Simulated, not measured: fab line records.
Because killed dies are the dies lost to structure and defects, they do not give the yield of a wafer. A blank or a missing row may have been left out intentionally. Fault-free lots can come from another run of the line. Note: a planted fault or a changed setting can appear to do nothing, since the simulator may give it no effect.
One fault seen from 2 desks	flow n5_finfet	what lay behind the numbers comes last; until then each desk has only its own

THE METROLOGY DESK
What the gauges read, lot by lot, whatever tool the lot ran on: means of the sampled wafers that have a number. If a lot's mean is further than 4 standard deviations from the usual mean, the lot is out of limits and carries the mark OUT (the distance appears in the brackets). It has 13 readings, of which 7 appear: the earliest out of limits, and the ones furthest out on some lot.
Columns: A = cd_nm at N5_SD_EPI_P_CD_MEAS_09, usual 240.1 nm; B = SDB_OVL at N5_SDB_OVL_MEAS_12, usual 0.2 nm; C = IOFF_P at N5_BEOL_M4_RC_MEAS_101, usual 0.21 nA/um; D = ION_N at N5_BEOL_M4_RC_MEAS_101, usual 672 uA/um; E = ION_P at N5_BEOL_M4_RC_MEAS_101, usual 462 uA/um; F = VT_N at N5_BEOL_M4_RC_MEAS_101, usual 250 mV; G = VT_P at N5_BEOL_M4_RC_MEAS_101, usual -250 mV
lot	first seen here	A	B	C	D	E	F	G
L500	day 3 21:10	240.2	0.9	0.14	647	444	257	-258
L504	day 4 18:44	240.4	7.9 (+12) OUT	0.22	675	464	248	-250
L505	day 5 00:11	238.9	7.8 (+11) OUT	0.20	673	459	249	-251
L511	day 6 12:59	238.9	0.2	0.22	670	465	250	-246
L512	day 6 19:46	240.4	-0.5	0.19	675	462	251	-253
L514	day 7 06:37	241.8	0.3	0.20	670	465	252	-250
L516	day 7 18:22	240.0	0.3	0.20	680	466	252	-253
L519	day 8 10:49	240.0	1.2	0.21	667	457	251	-249
L520	day 8 21:23	240.1	0.2	0.23	682	467	249	-248
This desk's finding: out of limits on L504, L505; first on L504, day 5 09:45 (SDB_OVL at N5_SDB_OVL_MEAS_12). Within limits: L500, L511, L512, L514, L516, L519, L520.

FOR THE TOOL OWNER'S DESK: arfi_scanner-01
The tool's own readings at N5_SDB_EXPOSE_08 (exposes mask SDB): means of the sampled wafers that have a number, for each lot that ran on this tool. If a lot's mean is further than 4 standard deviations from the usual mean, the lot is out of limits and carries the mark OUT (the distance appears in the brackets).
Columns: A = focus_offset_nm at N5_SDB_EXPOSE_08, usual 0.0 nm
lot	first seen here	A
L500	day 4 08:36	-0.4
L504	day 5 09:37	0.2
L505	day 5 12:04	0.7
Result from this desk: across the 3 lots, nothing is out of limits.

PUT TOGETHER
The metrology desk could have raised an alarm at day 5 09:45, on L504, L505.
Nothing out of limits was seen by the tool owner's desk.
On record at the tool owner's desk: L504, L505, within its limits.
Of the lots named, all ran N5_SDB_EXPOSE_08 on arfi_scanner-01.

WHAT THE SIMULATOR HAD INSERTED
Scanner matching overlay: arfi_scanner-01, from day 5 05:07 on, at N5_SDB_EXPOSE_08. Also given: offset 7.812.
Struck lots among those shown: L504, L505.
Hours from the fault's start to each desk's first reading out of limits: the metrology desk, 5.
